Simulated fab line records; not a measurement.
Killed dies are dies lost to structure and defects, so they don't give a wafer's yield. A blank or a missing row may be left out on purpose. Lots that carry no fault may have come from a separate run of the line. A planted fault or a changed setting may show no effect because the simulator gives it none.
Chamber matching || flow n5 finfet || rie diel-06 running N5_BEOL_M0_SAQP_SPACER2_ETCHBACK_27: 4 sister chambers
The step etches SiO2 in CHF3/O2, target depth 22.5 nm, time 11.25 s. 14 wafers are shown with their chamber, then 7 later ones without.

== WAFERS PAIRED WITH THEIR CHAMBERS ==
{"wafer": "L074.4", "chamber": 2, "throttle valve pct (%)": 19.20, "showerhead plenum p Torr (Torr)": 2.39, "drypump motor current A (A)": 5.9}
{"wafer": "L074.5", "chamber": 1, "throttle valve pct (%)": 18.73, "showerhead plenum p Torr (Torr)": 2.57, "drypump motor current A (A)": 6.3}
{"wafer": "L074.6", "chamber": 0, "throttle valve pct (%)": 18.52, "showerhead plenum p Torr (Torr)": 2.33, "drypump motor current A (A)": 5.8}
{"wafer": "L078.1", "chamber": 1, "throttle valve pct (%)": 18.74, "showerhead plenum p Torr (Torr)": 2.56, "drypump motor current A (A)": 6.4}
{"wafer": "L078.3", "chamber": 0, "throttle valve pct (%)": 18.54, "showerhead plenum p Torr (Torr)": 2.32, "drypump motor current A (A)": 5.8}
{"wafer": "L078.6", "chamber": 1, "throttle valve pct (%)": 18.73, "showerhead plenum p Torr (Torr)": 2.56, "drypump motor current A (A)": 6.4}
{"wafer": "L081.3", "chamber": 3, "throttle valve pct (%)": 18.77, "showerhead plenum p Torr (Torr)": 2.37, "drypump motor current A (A)": 6.0}
{"wafer": "L081.5", "chamber": 3, "throttle valve pct (%)": 18.76, "showerhead plenum p Torr (Torr)": 2.38, "drypump motor current A (A)": 6.0}
{"wafer": "L081.6", "chamber": 0, "throttle valve pct (%)": 18.57, "showerhead plenum p Torr (Torr)": 2.32, "drypump motor current A (A)": 5.8}
{"wafer": "L083.3", "chamber": 3, "throttle valve pct (%)": 18.76, "showerhead plenum p Torr (Torr)": 2.37, "drypump motor current A (A)": 6.0}
{"wafer": "L083.4", "chamber": 2, "throttle valve pct (%)": 19.20, "showerhead plenum p Torr (Torr)": 2.38, "drypump motor current A (A)": 5.9}
{"wafer": "L083.5", "chamber": 0, "throttle valve pct (%)": 18.56, "showerhead plenum p Torr (Torr)": 2.32, "drypump motor current A (A)": 5.8}
{"wafer": "L087.1", "chamber": 2, "throttle valve pct (%)": 19.22, "showerhead plenum p Torr (Torr)": 2.38, "drypump motor current A (A)": 5.9}
{"wafer": "L087.2", "chamber": 3, "throttle valve pct (%)": 18.79, "showerhead plenum p Torr (Torr)": 2.37, "drypump motor current A (A)": 6.0}

SIGNATURES (averages over the wafers above)
{"reading": "throttle valve pct", "chamber 0": 18.5475, "chamber 1": 18.7333, "chamber 2": 19.2067, "chamber 3": 18.7700, "scatter within a chamber": 0.0155}
{"reading": "showerhead plenum p Torr", "chamber 0": 2.3225, "chamber 1": 2.5633, "chamber 2": 2.3833, "chamber 3": 2.3725, "scatter within a chamber": 0.00532}
{"reading": "drypump motor current A", "chamber 0": 5.800, "chamber 1": 6.367, "chamber 2": 5.900, "chamber 3": 6.000, "scatter within a chamber": 0.0258}
Rule: a wafer lies at a distance from a chamber equal to the root of the sum of squares, over the readings, of (its reading less the chamber's mean, divided by the reading's scatter). The wafer belongs to the nearest chamber; if the next one is less than 2 further off, it can't be placed. The scatter: take each reading less its chamber's mean, square it, sum over the shown wafers, divide by the number of wafers less the number of chambers, and take the root.

== WAFERS WITHOUT THEIR CHAMBER ==
{"wafer": "L087.3", "throttle valve pct (%)": 18.55, "showerhead plenum p Torr (Torr)": 2.32, "drypump motor current A (A)": 5.8}
{"wafer": "L088.1", "throttle valve pct (%)": 19.25, "showerhead plenum p Torr (Torr)": 2.38, "drypump motor current A (A)": 5.9}
{"wafer": "L088.2", "throttle valve pct (%)": 18.79, "showerhead plenum p Torr (Torr)": 2.37, "drypump motor current A (A)": 6.0}
{"wafer": "L088.6", "throttle valve pct (%)": 19.23, "showerhead plenum p Torr (Torr)": 2.38, "drypump motor current A (A)": 5.9}
{"wafer": "L096.1", "throttle valve pct (%)": 19.26, "showerhead plenum p Torr (Torr)": 2.37, "drypump motor current A (A)": 5.9}
{"wafer": "L096.2", "throttle valve pct (%)": 18.79, "showerhead plenum p Torr (Torr)": 2.37, "drypump motor current A (A)": 6.0}
{"wafer": "L096.5", "throttle valve pct (%)": 18.59, "showerhead plenum p Torr (Torr)": 2.31, "drypump motor current A (A)": 5.8}

== CHAMBER TAKEN BY EACH ==
{"wafer": "L087.3", "from the rows above": 0, "in truth": 0}
{"wafer": "L088.1", "from the rows above": 2, "in truth": 2}
{"wafer": "L088.2", "from the rows above": 3, "in truth": 3}
{"wafer": "L088.6", "from the rows above": 2, "in truth": 2}
{"wafer": "L096.1", "from the rows above": 2, "in truth": 2}
{"wafer": "L096.2", "from the rows above": 3, "in truth": 3}
{"wafer": "L096.5", "from the rows above": 0, "in truth": 0}
7 of 7 placed correctly. Left unplaced by these rows: 0. Placed wrongly: 0.
